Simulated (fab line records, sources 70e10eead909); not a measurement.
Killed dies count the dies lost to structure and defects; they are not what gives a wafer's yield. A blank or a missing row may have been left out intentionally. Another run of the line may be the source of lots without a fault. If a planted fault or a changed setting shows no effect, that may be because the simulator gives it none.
fab line records || flow nandHarc
[record] {"lots": 6, "wafers": 18, "lastDay": 33}
route steps=1302 shown P_GATE@170
lots that met no fault: taken from a fault-free run of the same line
startH: the number of hours between the record's first day and the start of the first shown wafer of the lot || waitH: time in hours since the lot's previous step || " same as the row above || L1.1+2: a single row standing in for several wafers || - no value, or no start was given || * or withheld: withheld || < > ~ a bound
route shown NAME@n: NAME is a module with steps in the file, n the number in the route of the first one || usual: the fault-free wafers' mean and standard deviation || same: alike in all rows || chamber/n: place in a boat || sites: the reading at each site || _std_site: their standard deviation || _edge_site: outer sites' mean less inner sites' || radiusMm: how far each site lies from the wafer's centre || mask NAME#n: copy n || behind: the most recent tool/chamber to have shaped the wafer || hold: the reason the lot was held/the length of the hold in hours/how it ended || device: the transistor (n, p or np) that didn't switch || end of line: tests run on the same wafers once the route is complete || where a step has no rows: the recipe by itself || killed: dies that structure and defects cost at the first sort, which is not the same as the wafer's yield || map: dies across one wafer; x = killed, . = not, _ = none there
set.NAME: setting as actually run; set.NAME@STEP: the setting as run at that earlier step || model.NAME: the simulator's own value behind a step, which no gauge read
lots at some steps of the route; a table a step, a row a wafer
services: a tool's chamber out of use, with start hour (startH, from the record's first day; less than 0 if before it), hours out, and reason
[[steps]]
[step NHARC_P_GATE_CD_MEAS_46]
[recipe] {"targetCdNm": 720, "landingEnergyEv": 500}
[usual] {"cdNm": "719.2/1.7"}
{"lot.wafer": "L298.3", "tool": "cdSem-01", "chamber": 0, "startH": 141.13, "waitH": "-", "cdNm": 719.3}
{"lot.wafer": "L298.4", "tool": "cdSem-01", "chamber": 0, "startH": 141.13, "waitH": "-", "cdNm": 719.7}
{"lot.wafer": "L298.6", "tool": "cdSem-01", "chamber": 0, "startH": 141.13, "waitH": "-", "cdNm": 718.1}
{"lot.wafer": "L299.2", "tool": "cdSem-02", "chamber": 0, "startH": 152.94, "waitH": "-", "cdNm": 717.9}
{"lot.wafer": "L299.4", "tool": "cdSem-02", "chamber": 0, "startH": 152.94, "waitH": "-", "cdNm": 720.9}
{"lot.wafer": "L299.6", "tool": "cdSem-02", "chamber": 0, "startH": 152.94, "waitH": "-", "cdNm": 719.4}
{"lot.wafer": "L307.3", "tool": "cdSem-02", "chamber": 0, "startH": 236.54, "waitH": "-", "cdNm": 719.9}
{"lot.wafer": "L307.4", "tool": "cdSem-02", "chamber": 0, "startH": 236.54, "waitH": "-", "cdNm": 718.7}
{"lot.wafer": "L307.5", "tool": "cdSem-02", "chamber": 0, "startH": 236.54, "waitH": "-", "cdNm": 719.5}
{"lot.wafer": "L308.1", "tool": "cdSem-02", "chamber": 0, "startH": 257.14, "waitH": "-", "cdNm": 717.9}
{"lot.wafer": "L308.4", "tool": "cdSem-02", "chamber": 0, "startH": 257.14, "waitH": "-", "cdNm": 719.8}
{"lot.wafer": "L308.5", "tool": "cdSem-02", "chamber": 0, "startH": 257.14, "waitH": "-", "cdNm": 719.5}
{"lot.wafer": "L315.3", "tool": "cdSem-02", "chamber": 0, "startH": 318.32, "waitH": "-", "cdNm": 717.5}
{"lot.wafer": "L315.4", "tool": "cdSem-02", "chamber": 0, "startH": 318.32, "waitH": "-", "cdNm": 720.8}
{"lot.wafer": "L315.5", "tool": "cdSem-02", "chamber": 0, "startH": 318.32, "waitH": "-", "cdNm": 718.4}
{"lot.wafer": "L317.2", "tool": "cdSem-02", "chamber": 0, "startH": 340.49, "waitH": "-", "cdNm": 718.1}
{"lot.wafer": "L317.5", "tool": "cdSem-02", "chamber": 0, "startH": 340.49, "waitH": "-", "cdNm": 718.9}
{"lot.wafer": "L317.6", "tool": "cdSem-02", "chamber": 0, "startH": 340.49, "waitH": "-", "cdNm": 717.7}
[step NHARC_P_GATE_HARDBAKE_47]
[recipe] {"tempC": 125, "timeS": 80}
[step NHARC_P_GATE_DESCUM_48]
[recipe] {"timeS": 3, "o2FlowSccm": 200, "arFlowSccm": 0, "biasPowerW": 0, "chemistry": "O2"}
[usual] {"drypumpMotorCurrentA": "6.0/0.37", "mfcArSccm": "0.010/0.011", "oesProductAu": "1.001/0.0097", "rfVppV": "57.6/0.93", "showerheadPlenumPTorr": "1.87/0.096", "throttleValvePct": "11.312/0.0093"}
[same] {"biasPowerW": 0}
{"lot.wafer": "L298.4", "tool": "rieDiel-12", "chamber": 3, "startH": 141.29, "waitH": "-", "drypumpMotorCurrentA": 6.4, "mfcArSccm": 0.026, "oesProductAu": 1.012, "rfHoursCounterH": 4.1, "rfVppV": 58.9, "showerheadPlenumPTorr": 1.99, "throttleValvePct": 11.315}
{"lot.wafer": "L298.3", "tool": "rieDiel-12", "chamber": 0, "startH": 141.29, "waitH": "-", "drypumpMotorCurrentA": 5.9, "mfcArSccm": 0.021, "oesProductAu": 1.019, "rfHoursCounterH": 3.3, "rfVppV": 58.0, "showerheadPlenumPTorr": 2.03, "throttleValvePct": 11.298}
{"lot.wafer": "L298.6", "tool": "rieDiel-12", "chamber": 3, "startH": 141.29, "waitH": "-", "drypumpMotorCurrentA": 6.4, "mfcArSccm": 0.026, "oesProductAu": 1.007, "rfHoursCounterH": "-", "rfVppV": 59.1, "showerheadPlenumPTorr": 1.99, "throttleValvePct": 11.303}
{"lot.wafer": "L299.2", "tool": "rieDiel-12", "chamber": 1, "startH": 153.12, "waitH": "-", "drypumpMotorCurrentA": 6.1, "mfcArSccm": 0, "oesProductAu": 0.999, "rfHoursCounterH": 2.9, "rfVppV": 58.4, "showerheadPlenumPTorr": 1.90, "throttleValvePct": 11.314}
{"lot.wafer": "L299.4", "tool": "rieDiel-12", "chamber": 2, "startH": 153.12, "waitH": "-", "drypumpMotorCurrentA": 6.5, "mfcArSccm": 0.025, "oesProductAu": 1.009, "rfHoursCounterH": 3.9, "rfVppV": 58.5, "showerheadPlenumPTorr": 1.85, "throttleValvePct": 11.309}
{"lot.wafer": "L299.6", "tool": "rieDiel-12", "chamber": 0, "startH": 153.12, "waitH": "-", "drypumpMotorCurrentA": 5.9, "mfcArSccm": 0.021, "oesProductAu": 1.011, "rfHoursCounterH": "-", "rfVppV": 58.1, "showerheadPlenumPTorr": 2.03, "throttleValvePct": 11.306}
{"lot.wafer": "L307.3", "tool": "rieDiel-01", "chamber": 1, "startH": 236.72, "waitH": "-", "drypumpMotorCurrentA": 6.7, "mfcArSccm": 0, "oesProductAu": 0.992, "rfHoursCounterH": 1.3, "rfVppV": 57.2, "showerheadPlenumPTorr": 1.79, "throttleValvePct": 11.314}
{"lot.wafer": "L307.4", "tool": "rieDiel-01", "chamber": 3, "startH": 236.72, "waitH": "-", "drypumpMotorCurrentA": 5.6, "mfcArSccm": 0, "oesProductAu": 0.997, "rfHoursCounterH": "-", "rfVppV": 58.6, "showerheadPlenumPTorr": 2.04, "throttleValvePct": 11.316}
{"lot.wafer": "L307.5", "tool": "rieDiel-01", "chamber": 0, "startH": 236.72, "waitH": "-", "drypumpMotorCurrentA": 5.8, "mfcArSccm": 0, "oesProductAu": 1.022, "rfHoursCounterH": "-", "rfVppV": 55.8, "showerheadPlenumPTorr": 1.83, "throttleValvePct": 11.324}
{"lot.wafer": "L308.4", "tool": "rieDiel-06", "chamber": 0, "startH": 257.30, "waitH": "-", "drypumpMotorCurrentA": 5.9, "mfcArSccm": 0, "oesProductAu": 1.003, "rfHoursCounterH": 7.0, "rfVppV": 57.1, "showerheadPlenumPTorr": 1.80, "throttleValvePct": 11.322}
{"lot.wafer": "L308.1", "tool": "rieDiel-06", "chamber": 2, "startH": 257.30, "waitH": "-", "drypumpMotorCurrentA": 5.8, "mfcArSccm": 0.017, "oesProductAu": 1.001, "rfHoursCounterH": 5.8, "rfVppV": 56.8, "showerheadPlenumPTorr": 1.81, "throttleValvePct": 11.297}
{"lot.wafer": "L308.5", "tool": "rieDiel-06", "chamber": 1, "startH": 257.30, "waitH": "-", "drypumpMotorCurrentA": 5.7, "mfcArSccm": 0, "oesProductAu": 0.993, "rfHoursCounterH": "-", "rfVppV": 57.2, "showerheadPlenumPTorr": 1.78, "throttleValvePct": 11.302}
{"lot.wafer": "L315.4", "tool": "rieDiel-06", "chamber": 3, "startH": 318.47, "waitH": "-", "drypumpMotorCurrentA": 5.5, "mfcArSccm": 0.025, "oesProductAu": 0.994, "rfHoursCounterH": 0, "rfVppV": 56.3, "showerheadPlenumPTorr": 1.80, "throttleValvePct": 11.316}
{"lot.wafer": "L315.3", "tool": "rieDiel-06", "chamber": 2, "startH": 318.47, "waitH": "-", "drypumpMotorCurrentA": 5.8, "mfcArSccm": 0.017, "oesProductAu": 1.000, "rfHoursCounterH": 0, "rfVppV": 58.8, "showerheadPlenumPTorr": 1.81, "throttleValvePct": 11.307}
{"lot.wafer": "L315.5", "tool": "rieDiel-06", "chamber": 3, "startH": 318.47, "waitH": "-", "drypumpMotorCurrentA": 5.5, "mfcArSccm": 0.025, "oesProductAu": 0.993, "rfHoursCounterH": "-", "rfVppV": 56.6, "showerheadPlenumPTorr": 1.80, "throttleValvePct": 11.307}
{"lot.wafer": "L317.2", "tool": "rieDiel-12", "chamber": 1, "startH": 340.64, "waitH": "-", "drypumpMotorCurrentA": 6.1, "mfcArSccm": 0, "oesProductAu": 0.992, "rfHoursCounterH": 4.5, "rfVppV": 58.3, "showerheadPlenumPTorr": 1.89, "throttleValvePct": 11.293}
{"lot.wafer": "L317.5", "tool": "rieDiel-12", "chamber": 2, "startH": 340.64, "waitH": "-", "drypumpMotorCurrentA": 6.6, "mfcArSccm": 0.025, "oesProductAu": 1.018, "rfHoursCounterH": "-", "rfVppV": 58.5, "showerheadPlenumPTorr": 1.84, "throttleValvePct": 11.306}
{"lot.wafer": "L317.6", "tool": "rieDiel-12", "chamber": 0, "startH": 340.64, "waitH": "-", "drypumpMotorCurrentA": 5.9, "mfcArSccm": 0.021, "oesProductAu": 1.007, "rfHoursCounterH": "-", "rfVppV": 57.9, "showerheadPlenumPTorr": 2.03, "throttleValvePct": 11.312}
[step NHARC_P_GATE_IMPLANT_49]
[recipe] {"energyKev": 30, "doseCm2": 3e+15, "tiltDeg": 7}
[step NHARC_P_GATE_STRIP_111]
[recipe] {"powerW": 1500, "tempC": 110, "timeS": 250, "chemistry": "N2/H2"}
[usual] {"drypumpMotorCurrentA": "5.6/0.46", "heaterPowerW": "88/7.2"}
{"lot.wafer": "L298.3", "tool": "plasmaAsher-01", "chamber": 1, "startH": 141.74, "waitH": 0.2, "drypumpMotorCurrentA": 5.3, "heaterPowerW": 96, "rfHoursCounterH": "-"}
{"lot.wafer": "L298.4", "tool": "plasmaAsher-01", "chamber": 0, "startH": 141.74, "waitH": 0.2, "drypumpMotorCurrentA": 5.0, "heaterPowerW": 83, "rfHoursCounterH": "-"}
{"lot.wafer": "L298.6", "tool": "plasmaAsher-01", "chamber": 1, "startH": 141.74, "waitH": 0.2, "drypumpMotorCurrentA": 5.3, "heaterPowerW": 96, "rfHoursCounterH": "-"}
{"lot.wafer": "L299.2", "tool": "plasmaAsher-01", "chamber": 0, "startH": 153.79, "waitH": 0.2, "drypumpMotorCurrentA": 5.1, "heaterPowerW": 82, "rfHoursCounterH": 24}
{"lot.wafer": "L299.4", "tool": "plasmaAsher-01", "chamber": 1, "startH": 153.79, "waitH": 0.2, "drypumpMotorCurrentA": 5.3, "heaterPowerW": 96, "rfHoursCounterH": "-"}
{"lot.wafer": "L299.6", "tool": "plasmaAsher-01", "chamber": 1, "startH": 153.79, "waitH": 0.2, "drypumpMotorCurrentA": 5.3, "heaterPowerW": 92, "rfHoursCounterH": "-"}
{"lot.wafer": "L307.3", "tool": "plasmaAsher-01", "chamber": 0, "startH": 237.19, "waitH": 0.2, "drypumpMotorCurrentA": 5.1, "heaterPowerW": 77, "rfHoursCounterH": "-"}
{"lot.wafer": "L307.4", "tool": "plasmaAsher-01", "chamber": 1, "startH": 237.19, "waitH": 0.2, "drypumpMotorCurrentA": 5.3, "heaterPowerW": 98, "rfHoursCounterH": "-"}
{"lot.wafer": "L307.5", "tool": "plasmaAsher-01", "chamber": 1, "startH": 237.19, "waitH": 0.2, "drypumpMotorCurrentA": 5.3, "heaterPowerW": 100, "rfHoursCounterH": "-"}
{"lot.wafer": "L308.1", "tool": "plasmaAsher-01", "chamber": 0, "startH": 258.05, "waitH": 0.6, "drypumpMotorCurrentA": 5.1, "heaterPowerW": 80, "rfHoursCounterH": 5}
{"lot.wafer": "L308.4", "tool": "plasmaAsher-01", "chamber": 0, "startH": 258.05, "waitH": 0.6, "drypumpMotorCurrentA": 5.1, "heaterPowerW": 79, "rfHoursCounterH": "-"}
{"lot.wafer": "L308.5", "tool": "plasmaAsher-01", "chamber": 1, "startH": 258.05, "waitH": 0.6, "drypumpMotorCurrentA": 5.4, "heaterPowerW": 98, "rfHoursCounterH": "-"}
{"lot.wafer": "L315.3", "tool": "plasmaAsher-01", "chamber": 0, "startH": 318.94, "waitH": 0.2, "drypumpMotorCurrentA": 5.1, "heaterPowerW": 78, "rfHoursCounterH": "-"}
{"lot.wafer": "L315.4", "tool": "plasmaAsher-01", "chamber": 1, "startH": 318.94, "waitH": 0.2, "drypumpMotorCurrentA": 5.3, "heaterPowerW": 99, "rfHoursCounterH": "-"}
{"lot.wafer": "L315.5", "tool": "plasmaAsher-01", "chamber": 0, "startH": 318.94, "waitH": 0.2, "drypumpMotorCurrentA": 5.1, "heaterPowerW": 77, "rfHoursCounterH": "-"}
{"lot.wafer": "L317.2", "tool": "plasmaAsher-01", "chamber": 0, "startH": 341.18, "waitH": 0.3, "drypumpMotorCurrentA": 5.0, "heaterPowerW": 79, "rfHoursCounterH": 29}
{"lot.wafer": "L317.6", "tool": "plasmaAsher-01", "chamber": 1, "startH": 341.18, "waitH": 0.3, "drypumpMotorCurrentA": 5.3, "heaterPowerW": 97, "rfHoursCounterH": "-"}
{"lot.wafer": "L317.5", "tool": "plasmaAsher-01", "chamber": 0, "startH": 341.18, "waitH": 0.3, "drypumpMotorCurrentA": 5.0, "heaterPowerW": 77, "rfHoursCounterH": "-"}
[step NHARC_P_GATE_STRIP_75]
[recipe] {"powerW": 1500, "tempC": 250, "chemistry": "O2"}
[usual] {"drypumpMotorCurrentA": "5.6/0.45", "heaterPowerW": "331/27"}
{"lot.wafer": "L298.3", "tool": "plasmaAsher-01", "chamber": 1, "startH": 141.96, "waitH": 0.2, "drypumpMotorCurrentA": 5.3, "heaterPowerW": 366, "rfHoursCounterH": "-"}
{"lot.wafer": "L298.4", "tool": "plasmaAsher-01", "chamber": 0, "startH": 141.96, "waitH": 0.2, "drypumpMotorCurrentA": 5.1, "heaterPowerW": 307, "rfHoursCounterH": "-"}
{"lot.wafer": "L298.6", "tool": "plasmaAsher-01", "chamber": 1, "startH": 141.96, "waitH": 0.2, "drypumpMotorCurrentA": 5.3, "heaterPowerW": 360, "rfHoursCounterH": "-"}
{"lot.wafer": "L299.2", "tool": "plasmaAsher-01", "chamber": 0, "startH": 154.09, "waitH": 0.3, "drypumpMotorCurrentA": 5.1, "heaterPowerW": 301, "rfHoursCounterH": 25}
{"lot.wafer": "L299.4", "tool": "plasmaAsher-01", "chamber": 1, "startH": 154.09, "waitH": 0.3, "drypumpMotorCurrentA": 5.3, "heaterPowerW": 374, "rfHoursCounterH": "-"}
{"lot.wafer": "L299.6", "tool": "plasmaAsher-01", "chamber": 1, "startH": 154.09, "waitH": 0.3, "drypumpMotorCurrentA": 5.3, "heaterPowerW": 363, "rfHoursCounterH": "-"}
{"lot.wafer": "L307.3", "tool": "plasmaAsher-01", "chamber": 0, "startH": 237.42, "waitH": 0.2, "drypumpMotorCurrentA": 5.1, "heaterPowerW": 289, "rfHoursCounterH": "-"}
{"lot.wafer": "L307.4", "tool": "plasmaAsher-01", "chamber": 1, "startH": 237.42, "waitH": 0.2, "drypumpMotorCurrentA": 5.3, "heaterPowerW": 359, "rfHoursCounterH": "-"}
{"lot.wafer": "L307.5", "tool": "plasmaAsher-01", "chamber": 1, "startH": 237.42, "waitH": 0.2, "drypumpMotorCurrentA": 5.3, "heaterPowerW": 370, "rfHoursCounterH": "-"}
{"lot.wafer": "L308.1", "tool": "plasmaAsher-01", "chamber": 0, "startH": 258.34, "waitH": 0.2, "drypumpMotorCurrentA": 5.1, "heaterPowerW": 298, "rfHoursCounterH": 5}
{"lot.wafer": "L308.4", "tool": "plasmaAsher-01", "chamber": 0, "startH": 258.34, "waitH": 0.2, "drypumpMotorCurrentA": 5.0, "heaterPowerW": 297, "rfHoursCounterH": "-"}
{"lot.wafer": "L308.5", "tool": "plasmaAsher-01", "chamber": 1, "startH": 258.34, "waitH": 0.2, "drypumpMotorCurrentA": 5.3, "heaterPowerW": 375, "rfHoursCounterH": "-"}
{"lot.wafer": "L315.3", "tool": "plasmaAsher-01", "chamber": 0, "startH": 319.16, "waitH": 0.2, "drypumpMotorCurrentA": 5.1, "heaterPowerW": 297, "rfHoursCounterH": "-"}
{"lot.wafer": "L315.4", "tool": "plasmaAsher-01", "chamber": 1, "startH": 319.16, "waitH": 0.2, "drypumpMotorCurrentA": 5.3, "heaterPowerW": 360, "rfHoursCounterH": "-"}
{"lot.wafer": "L315.5", "tool": "plasmaAsher-01", "chamber": 0, "startH": 319.16, "waitH": 0.2, "drypumpMotorCurrentA": 5.1, "heaterPowerW": 299, "rfHoursCounterH": "-"}
{"lot.wafer": "L317.2", "tool": "plasmaAsher-01", "chamber": 0, "startH": 341.44, "waitH": 0.2, "drypumpMotorCurrentA": 5.1, "heaterPowerW": 291, "rfHoursCounterH": 29}
{"lot.wafer": "L317.6", "tool": "plasmaAsher-01", "chamber": 1, "startH": 341.44, "waitH": 0.2, "drypumpMotorCurrentA": 5.4, "heaterPowerW": 357, "rfHoursCounterH": "-"}
{"lot.wafer": "L317.5", "tool": "plasmaAsher-01", "chamber": 0, "startH": 341.44, "waitH": 0.2, "drypumpMotorCurrentA": 5.1, "heaterPowerW": 294, "rfHoursCounterH": "-"}
[step NHARC_P_GATE_STRIP_50]
[recipe] {"timeS": 900, "tempC": 130, "chemistry": "SPM"}
[step NHARC_P_GATE_DEHYDRATE_51]
[recipe] {"tempC": 150, "timeS": 120}
[step NHARC_P_GATE_HMDS_52]
[recipe] {"timeS": 30}
[step NHARC_P_GATE_COAT_53]
[recipe] {"spinRpm": 3000}
[step NHARC_P_GATE_SOFTBAKE_54]
[recipe] {"tempC": 122, "timeS": 95}
[step NHARC_P_GATE_EBR_55]
[step NHARC_P_GATE_EXPOSE_56]
[recipe] {"na": 0.6, "targetCdNm": 720, "doseMj": 14.81, "maskId": "P_PSD"}
{"lot.wafer": "L298.3+4+6", "tool": "krfScanner-02", "chamber": 0, "startH": 142.60, "waitH": "-", "mask": "P_PSD#0"}
{"lot.wafer": "L299.2+4+6", "tool": "krfScanner-02", "chamber": 0, "startH": 154.74, "waitH": "-", "mask": "P_PSD#0"}
{"lot.wafer": "L307.3+4+5", "tool": "krfScanner-02", "chamber": 0, "startH": 238.18, "waitH": "-", "mask": "P_PSD#0"}
{"lot.wafer": "L308.1+4+5", "tool": "krfScanner-02", "chamber": 0, "startH": 258.98, "waitH": "-", "mask": "P_PSD#0"}
{"lot.wafer": "L315.3+4+5", "tool": "krfScanner-03", "chamber": 0, "startH": 319.92, "waitH": "-", "mask": "P_PSD#0"}
{"lot.wafer": "L317.2+5+6", "tool": "krfScanner-01", "chamber": 0, "startH": 342.19, "waitH": "-", "mask": "P_PSD#0"}
[step NHARC_P_GATE_PEB_57]
[recipe] {"pebTempC": 118, "pebTimeS": 85}
[step NHARC_P_GATE_DEVELOP_58]
[recipe] {"timeS": 70}
[step NHARC_P_GATE_CD_MEAS_59]
[recipe] {"targetCdNm": 720, "landingEnergyEv": 500}
[usual] {"cdNm": "720.4/2"}
{"lot.wafer": "L298.3", "tool": "cdSem-01", "chamber": 0, "startH": 142.75, "waitH": "-", "cdNm": 724.5}
{"lot.wafer": "L298.4", "tool": "cdSem-01", "chamber": 0, "startH": 142.75, "waitH": "-", "cdNm": 719.5}
{"lot.wafer": "L298.6", "tool": "cdSem-01", "chamber": 0, "startH": 142.75, "waitH": "-", "cdNm": 723.9}
{"lot.wafer": "L299.2", "tool": "cdSem-02", "chamber": 0, "startH": 154.90, "waitH": "-", "cdNm": 720.5}
{"lot.wafer": "L299.4", "tool": "cdSem-02", "chamber": 0, "startH": 154.90, "waitH": "-", "cdNm": 716.4}
{"lot.wafer": "L299.6", "tool": "cdSem-02", "chamber": 0, "startH": 154.90, "waitH": "-", "cdNm": 717.0}
{"lot.wafer": "L307.3", "tool": "cdSem-01", "chamber": 0, "startH": 238.33, "waitH": "-", "cdNm": 750.1}
{"lot.wafer": "L307.4", "tool": "cdSem-01", "chamber": 0, "startH": 238.33, "waitH": "-", "cdNm": 720.2}
{"lot.wafer": "L307.5", "tool": "cdSem-01", "chamber": 0, "startH": 238.33, "waitH": "-", "cdNm": 717.1}
{"lot.wafer": "L308.1", "tool": "cdSem-02", "chamber": 0, "startH": 259.14, "waitH": "-", "cdNm": 750.3}
{"lot.wafer": "L308.4", "tool": "cdSem-02", "chamber": 0, "startH": 259.14, "waitH": "-", "cdNm": 716.5}
{"lot.wafer": "L308.5", "tool": "cdSem-02", "chamber": 0, "startH": 259.14, "waitH": "-", "cdNm": 717.8}
{"lot.wafer": "L315.3", "tool": "cdSem-03", "chamber": 0, "startH": 320.07, "waitH": "-", "cdNm": 724.0}
{"lot.wafer": "L315.4", "tool": "cdSem-03", "chamber": 0, "startH": 320.07, "waitH": "-", "cdNm": 722.4}
{"lot.wafer": "L315.5", "tool": "cdSem-03", "chamber": 0, "startH": 320.07, "waitH": "-", "cdNm": 722.8}
{"lot.wafer": "L317.2", "tool": "cdSem-01", "chamber": 0, "startH": 342.35, "waitH": "-", "cdNm": 721.9}
{"lot.wafer": "L317.5", "tool": "cdSem-01", "chamber": 0, "startH": 342.35, "waitH": "-", "cdNm": 723.4}
{"lot.wafer": "L317.6", "tool": "cdSem-01", "chamber": 0, "startH": 342.35, "waitH": "-", "cdNm": 719.5}
[step NHARC_P_GATE_HARDBAKE_60]
[recipe] {"tempC": 125, "timeS": 80}
[[services]]
{"tool": "rieDiel-12", "chamber": 3, "startH": 121.60, "hours": 6.9, "kind": "repair"}
{"tool": "krfScanner-01", "chamber": "-", "startH": 127.57, "hours": 1.5, "kind": "repair"}
{"tool": "rieDiel-06", "chamber": "-", "startH": 130.20, "hours": 9.0, "kind": "pm"}
{"tool": "krfScanner-02", "chamber": "-", "startH": 134.42, "hours": 0.2, "kind": "repair"}
{"tool": "rieDiel-01", "chamber": 2, "startH": 138.35, "hours": 6.4, "kind": "repair"}
{"tool": "krfScanner-01", "chamber": "-", "startH": 140.00, "hours": 4.0, "kind": "pm"}
{"tool": "rieDiel-06", "chamber": 1, "startH": 150.16, "hours": 4.8, "kind": "repair"}
{"tool": "rieDiel-01", "chamber": "-", "startH": 169.46, "hours": 1.3, "kind": "repair"}
{"tool": "plasmaAsher-01", "chamber": "-", "startH": 187.31, "hours": 1.3, "kind": "repair"}
{"tool": "rieDiel-06", "chamber": 2, "startH": 203.48, "hours": 2.3, "kind": "repair"}
{"tool": "rieDiel-01", "chamber": "-", "startH": 203.80, "hours": 9.0, "kind": "pm"}
{"tool": "krfScanner-03", "chamber": "-", "startH": 224.00, "hours": 4.0, "kind": "pm"}
{"tool": "plasmaAsher-01", "chamber": "-", "startH": 224.73, "hours": 9.0, "kind": "pm"}
{"tool": "rieDiel-06", "chamber": 3, "startH": 227.20, "hours": 5.2, "kind": "repair"}
{"tool": "rieDiel-01", "chamber": 2, "startH": 231.36, "hours": 18.8, "kind": "repair"}
{"tool": "rieDiel-01", "chamber": "-", "startH": 239.27, "hours": 0.7, "kind": "repair"}
{"tool": "rieDiel-01", "chamber": 1, "startH": 240.66, "hours": 5.5, "kind": "repair"}
{"tool": "krfScanner-02", "chamber": "-", "startH": 254.02, "hours": 1.1, "kind": "repair"}
{"tool": "rieDiel-01", "chamber": "-", "startH": 254.04, "hours": 0.7, "kind": "repair"}
{"tool": "plasmaAsher-01", "chamber": "-", "startH": 265.50, "hours": 0.4, "kind": "repair"}
{"tool": "krfScanner-02", "chamber": "-", "startH": 266.00, "hours": 4.0, "kind": "pm"}
{"tool": "rieDiel-12", "chamber": "-", "startH": 268.42, "hours": 9.0, "kind": "pm"}
{"tool": "rieDiel-12", "chamber": 2, "startH": 296.80, "hours": 3.3, "kind": "repair"}
{"tool": "rieDiel-06", "chamber": "-", "startH": 307.20, "hours": 9.0, "kind": "pm"}
[[key]]
[firstSign] {"step": "NHARC_P_GATE_CD_MEAS_59", "reading": "cdNm", "direction": "up", "sigmas": 15, "usual": 720.4, "struck": 750.2}
effect none on later readings
metAt NHARC_P_GATE_EXPOSE_56
struckWafers L307.3,L308.1
testerLeftOut L307,L308
onsetBetween 154.74 238.18
[fault] {"kind": "processParameterDrift", "tool": "krfScanner-02", "chamber": "-", "onsetH": 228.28, "steps": "NHARC_P_GATE_EXPOSE_56", "channel": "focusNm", "offset": 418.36, "shape": "step", "endH": 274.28, "scope": "struckWafersOnly"}
// testerLeftOut: of these lots the tester's yield and bins aren't shown, on N5 and GAA mostly nor the transistor test; their killed dies are dies lost to structure and defects alone, not to doping, threshold or leakage, so they don't give the yield
